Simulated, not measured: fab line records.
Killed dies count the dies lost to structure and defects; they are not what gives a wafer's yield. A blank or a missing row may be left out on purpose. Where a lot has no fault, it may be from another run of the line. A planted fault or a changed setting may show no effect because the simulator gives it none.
Code-filled problem report in 8D (eight disciplines) form ; flow n5Finfet ; the parts of the form that need people (team, actions taken, sign-off) are left out

1. THE PROBLEM
At N5_BEOL_M4_CMP_52, timeToEndpointS averages 96 s over 2 wafers from 2 lots, while fault-free wafers read 64 s, standard deviation 3.2. That is +9.8 standard deviations from the usual mean.
The step: polishes, stops on SiOC, t overpolish 6.8 s, target thk 40 nm.
First observed at day 12 17:14: wafer L440.6, on cmp-03. At this step, 30 wafers from 10 lots have a number in the record. Rule for "out", or "out of limits": more than 4 standard deviations from the usual mean. All remaining wafers that have a number are taken as sound.

2. WHAT IT IS, AND WHAT IT ISN'T
question;is;is not
which readings at this step;timeToEndpointS;motorCurrentA, platenRpm, slurryFlowMlMin
which lots;L440, L441;L422, L423, L426, L428, L430, L442, L443, L444
which wafers of those lots;L440.6, L441.5;L440.3, L440.4, L441.1, L441.4
read on which tools;cmp-02, cmp-03;cmp-04
when;from day 12 17:14;"up to then (17 sound wafers); but 11 sound wafers of L441, L442, L443, L444 came after"

3. SUSPECTS, AND WHAT RULES EACH OUT
Counting: any tool at a process step up to the reading remains a suspect provided it ran every lot that is out. Sound lots after the first of them don't rule it out here, since some wafers of a struck lot are sound.
- pvdSputter-02 at N5_BEOL_M4_SPUTTER_92 (material Cu, target thk 4.5 nm, time 8.29 s): kept. It ran every lot that is out, first L440 (day 12 16:16).
- pvdSputter-02 at N5_BEOL_M4_ANNEAL_95 (time 240 s): kept. It ran every lot that is out, first L440 (day 12 16:34).
- pvdSputter-02 at N5_BEOL_M4_SPUTTER_96 (material Cu, target thk 4.5 nm, time 8.29 s): kept. It ran every lot that is out, first L440 (day 12 16:43).
- ecdCu-02 at N5_BEOL_M4_ECD_50 (material Cu, target thk 300 nm): kept. It ran every lot that is out, first L440 (day 12 16:50); its last sound lot up to then is L423 (day 8 09:17).
Left after counting: pvdSputter-02 at N5_BEOL_M4_SPUTTER_92, pvdSputter-02 at N5_BEOL_M4_ANNEAL_95, pvdSputter-02 at N5_BEOL_M4_SPUTTER_96, ecdCu-02 at N5_BEOL_M4_ECD_50.

4. THE CAUSE (what the simulator had put in)
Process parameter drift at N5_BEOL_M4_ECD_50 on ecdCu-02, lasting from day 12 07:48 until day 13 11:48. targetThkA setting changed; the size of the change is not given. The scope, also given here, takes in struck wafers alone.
This tool is one of the 4 suspects left after counting.

5. SEQUENCE OF EFFECTS, ordered by route
Each row: a reading whose mean over the struck wafers that have a number lies more than 3 standard deviations from the usual. Only readings for which the record gives a usual standard deviation are gone through. hours: the time from each lot's start at the first step in this table that gives one to its start at this step, as a median over the lots. sigmas: the change in usual standard deviations.
hours;step;reading;usual;on struck wafers;change;sigmas
0;N5_BEOL_M4_CMP_52;timeToEndpointS;64 s;96;+32;+9.8
Its process steps:
- N5_BEOL_M4_CMP_52: polishes, stops on SiOC, t overpolish 6.8 s, target thk 40 nm.
Later steps that measure or inspect, where all struck wafers having a row at the step show a number for every such reading and not one has moved that far: N5_BEOL_M4_RC_MEAS_101.

6. HOW IT WOULD HAVE BEEN CAUGHT EARLIER
In this record no reading fell out of limits until day 12 17:14, 9 hours after the fault had begun at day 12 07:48.
L441, from the lots that are out (2), started N5_BEOL_M4_ECD_50 on ecdCu-02 later than day 12 17:14. A tool hold placed at that time would have kept it from harm.
